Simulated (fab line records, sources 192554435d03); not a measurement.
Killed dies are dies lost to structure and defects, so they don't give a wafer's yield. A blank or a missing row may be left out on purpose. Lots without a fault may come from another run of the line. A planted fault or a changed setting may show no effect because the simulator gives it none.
Problem report in the 8D (eight disciplines) form, filled by code | flow n5_finfet | the parts of the form that need people (team, actions taken, sign-off) are left out

1. THE PROBLEM
rf_fwd_power_W at N5_BEOL_M7_ETCH_61 reads a mean of 672.7 W on 3 wafers of 2 lots; wafers without a fault read 539.1 W with a standard deviation of 3. That is +45 standard deviations from the usual mean.
The step: etches SiARC in CF4, target depth 45.5 nm, time 75.8 s.
First seen on wafer L692.1, day 12 14:36, on rie_diel-01. The record holds 33 wafers of 11 lots with a number at this step. Rule for "out", or "out of limits": more than 4 standard deviations from the usual mean. The other wafers with a number count as sound.

2. WHAT IT IS AND WHAT IT IS NOT
question                    | is                                          | is not
which readings at this step | rf_fwd_power_W, etch_rf_on_time_s, rf_vpp_V | drypump_motor_current_A, showerhead_plenum_p_Torr, throttle_valve_pct
which lots                  | L692, L694                                  | L676, L677, L679, L680, L683, L686, L687, L688, L691
which wafers of those lots  | L692.1, L694.4, L694.6                      | L692.3, L692.6, L694.1
read on which tools         | rie_diel-01                                 | rie_diel-03, rie_diel-05
when                        | from day 12 14:36                           | up to then (26 sound wafers); but 4 sound wafers of L691, L694 came after

3. SUSPECTS, AND WHAT RULES EACH OUT
Counting: a tool at a process step up to the reading stays a suspect if it ran every lot that is out. Sound lots after the first of them don't rule it out here, since some wafers of a struck lot are sound.
- rie_diel-01 at N5_BEOL_M7_ETCH_61 (etches SiARC in CF4, target depth 45.5 nm, time 75.8 s): kept. It ran every lot that is out, first L692 (day 12 14:36); its last sound lot up to then is L688 (day 11 20:01). Its own readings are out on those wafers: etch_rf_on_time_s, rf_fwd_power_W, rf_vpp_V.
- Within rie_diel-01 at N5_BEOL_M7_ETCH_61: the wafers that are out ran in chamber 0; their sound lot-mates ran in chambers 1, 3.
Left after counting: rie_diel-01 at N5_BEOL_M7_ETCH_61.

4. THE CAUSE (what the simulator had put in)
Process parameter drift: rie_diel-01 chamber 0, from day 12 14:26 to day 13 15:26, at N5_BEOL_M7_ETCH_61. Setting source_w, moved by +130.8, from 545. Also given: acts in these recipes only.
Counting left only this tool.

5. THE CHAIN OF EFFECTS, in route order
Each row: a reading whose mean over the struck wafers that have a number lies more than 3 standard deviations from the usual. Only readings for which the record gives a usual standard deviation are gone through. hours: the time from each lot's start at the first step in this table that gives one to its start at this step, as a median over the lots. sigmas: the change in usual standard deviations.
hours | step               | reading           | usual   | on struck wafers | change | sigmas
0     | N5_BEOL_M7_ETCH_61 | etch_rf_on_time_s | 74.8 s  | 60.9             | -13.9  | -11
0     | N5_BEOL_M7_ETCH_61 | rf_fwd_power_W    | 539.1 W | 672.7            | +133.6 | +45
0     | N5_BEOL_M7_ETCH_61 | rf_vpp_V          | 184.0 V | 171.8            | -12.2  | -9.4
The process steps in it:
- N5_BEOL_M7_ETCH_61: etches SiARC in CF4, target depth 45.5 nm, time 75.8 s.

6. WHAT WOULD HAVE CAUGHT IT SOONER
In this record the first reading out of limits was taken at day 12 14:36, 0 hours after the fault began at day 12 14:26.
